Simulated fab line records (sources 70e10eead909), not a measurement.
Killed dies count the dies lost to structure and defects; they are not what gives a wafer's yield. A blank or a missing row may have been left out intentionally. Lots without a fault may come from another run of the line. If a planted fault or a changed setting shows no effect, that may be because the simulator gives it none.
Matching of chambers + flow nandHarc + 3 sister chambers for NHARC_A_M1_DEP_33 on pecvd-03
The step deposits SiCN, target thk 30 nm. 6 wafers are shown with their chamber, then 7 later ones without.

== WAFERS WITH THEIR CHAMBER ==
| wafer  | chamber | heaterPowerW (W) | rfFwdPowerW (W) |
|--------|---------|------------------|-----------------|
| L076.2 | 1       | 705              | 450.1           |
| L087.2 | 1       | 674              | 450.2           |
| L087.3 | 2       | 487              | 450.0           |
| L087.4 | 0       | 432              | 446.8           |
| L089.1 | 2       | 587              | 447.7           |
| L089.3 | 0       | 412              | 448.9           |

== WAFERS MISSING THEIR CHAMBER ==
| wafer  | heaterPowerW (W) | rfFwdPowerW (W) |
|--------|------------------|-----------------|
| L089.4 | 420              | 448.2           |
| L091.1 | 583              | 447.6           |
| L091.3 | 430              | 446.2           |
| L091.4 | 677              | 447.3           |
| L095.1 | 562              | 450.3           |
| L095.4 | 562              | 448.0           |
| L095.5 | 441              | 447.5           |

== CHAMBER TAKEN BY EACH ==
| wafer  | from the rows above     | in truth |
|--------|-------------------------|----------|
| L089.4 | 0                       | 0        |
| L091.1 | can't be placed: 2 or 1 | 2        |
| L091.3 | can't be placed: 0 or 2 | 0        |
| L091.4 | can't be placed: 1 or 2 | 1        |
| L095.1 | can't be placed: 2 or 1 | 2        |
| L095.4 | 2                       | 2        |
| L095.5 | can't be placed: 0 or 2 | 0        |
2 of 7 placed correctly. From these rows, 5 cannot be placed; in 5 the true chamber is one of the candidates. 0 placed wrongly.
How it was worked out, from the rows above alone: a wafer's distance from a chamber is the root of the sum, over the readings, of the square of ((its reading less the chamber's mean) divided by the reading's scatter). If the next closest chamber is less than 2 further off than the closest, the wafer can't be placed; otherwise it belongs to the closest. For every chamber, the mean is computed from those of its wafers that are shown. The scatter is the square root of a quotient: the sum, over the shown wafers, of each reading's squared deviation from its chamber's mean, divided by wafers minus chambers.
